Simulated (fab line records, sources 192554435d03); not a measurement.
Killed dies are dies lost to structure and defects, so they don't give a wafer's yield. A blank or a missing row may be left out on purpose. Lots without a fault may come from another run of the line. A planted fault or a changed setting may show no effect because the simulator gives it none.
Chamber matching | flow n5_finfet | N5_ILD0_ALD_15 on ald_sin-03: 4 sister chambers
The step deposits SiNx, target thk 24 nm, pulse time 1 s, ald cycles 480. 4 wafers are shown with their chamber, then 7 later ones without.

WAFERS WITH THEIR CHAMBER
wafer  | chamber | heater_power_w (W)
L459.2 | 2       | 895
L459.3 | 1       | 871
L471.2 | 3       | 781
L471.3 | 0       | 886

WAFERS WITHOUT THEIR CHAMBER
wafer  | heater_power_w (W)
L471.6 | 774
L472.1 | 893
L472.2 | 890
L472.6 | 851
L473.1 | 902
L473.2 | 895
L473.6 | 915

WHICH CHAMBER EACH WENT THROUGH
wafer  | from the rows above          | in truth
L471.6 | 3                            | 3
L472.1 | can't be placed: 2 or 0 or 1 | 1
L472.2 | can't be placed: 0 or 2 or 1 | 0
L472.6 | can't be placed: 1 or 0      | 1
L473.1 | can't be placed: 2 or 0      | 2
L473.2 | can't be placed: 2 or 0      | 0
L473.6 | can't be placed: 2 or 0      | 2
Placed correctly: 1 of 7. Can't be placed from these rows: 6 (the true chamber is among the candidates in 6). Placed wrongly: 0.
How it was worked out, from the rows above alone: a wafer's distance from a chamber is the root of the sum, over the readings, of the square of ((its reading less the chamber's mean) divided by the reading's scatter). The wafer belongs to the nearest chamber; if the next one is less than 2 further off, it can't be placed. A chamber's mean is the mean of its shown wafers. The scatter: with one shown wafer a chamber, the root of the mean of the squares of how far each hidden wafer lies from its nearest shown one.
